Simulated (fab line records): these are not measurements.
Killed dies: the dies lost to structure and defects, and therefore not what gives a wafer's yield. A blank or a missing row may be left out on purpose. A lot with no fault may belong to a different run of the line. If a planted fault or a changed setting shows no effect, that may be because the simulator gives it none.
The tool behind it: which one? -- flow n5Finfet -- route of 1938 steps, sampled at 1 step: 22 lots, 66 wafers

## WHAT EACH GAUGE READ, for each wafer
N5_BEOL_M8_OCD_MEAS_38. Usual: trenchDepthNm reads 93.5 nm (standard deviation 2.2).
lot,measured,on,trenchDepthNm (nm),flag
L074,day 9 17:01,ocd-02,92.0 93.0 91.3,
L077,day 10 08:26,ocd-02,92.5 96.2 96.5,
L075,day 10 11:37,ocd-02,93.8 92.7 91.6,
L079,day 10 18:36,ocd-02,96.5 93.1 93.4,
L078,day 10 19:10,ocd-02,91.8 89.6 93.6,
L081,day 12 05:52,ocd-01,95.0 94.6 94.3,
L082,day 12 05:54,ocd-02,90.0 89.0 92.3,
L083,day 12 10:22,ocd-02,91.1 89.4 94.4,
L080,day 12 10:25,ocd-01,94.9 94.3 95.8,
L084,day 12 12:23,ocd-02,96.6 94.5 93.7,
L085,day 12 15:46,ocd-01,93.6 87.4 93.3,
L086,day 13 03:36,ocd-02,91.8 93.7 94.0,
L090,day 13 16:29,ocd-02,92.3 93.5 92.8,
L087,day 14 06:50,ocd-02,95.3 96.4 95.7,
L088,day 14 09:40,ocd-01,94.1 95.0 91.4,
L089,day 14 13:22,ocd-02,95.6 95.2 93.3,
L092,day 15 14:21,ocd-02,94.4 91.7 94.8,
L094,day 16 03:36,ocd-01,94.1 94.9 91.4,
L097,day 16 10:16,ocd-01,94.8 94.7 95.8,
L093,day 16 10:34,ocd-01,94.8 95.2 92.0,
L096,day 16 16:37,ocd-02,96.2 90.7 92.2,
L095,day 16 21:26,ocd-02,93.9 94.8 92.7,

## WHAT TOOL EACH LOT RAN ON (gives the tool, then ch and the chambers of the sampled wafers, and finally the start)
The record holds no process step before these readings.

## AS READ BY THE TOOLS THEMSELVES (means over the sampled wafers that have a number; for cases with no such wafer, the mark the record gives instead)
The record holds no such reading with a usual standard deviation.

## THE ANSWER, worked out from the rows above alone
Rule: lot off if the mean of its wafers having a number is beyond 3 standard deviations from the usual mean. A lot without any number at a reading at which 4 lots or more have one is off too. Where the step has rows for the other lots, those lots are counted as sound. The gauges are gone through in route order, then the tools' own readings, and for those a lot's mean is taken as printed above. At the first step where some lot is off, the reading lying furthest off is the one used; lots without a number count as furthest.
No lot is off on any of the readings shown, so nothing can be concluded from this.

## WHAT HAD BEEN PUT IN BY THE SIMULATOR
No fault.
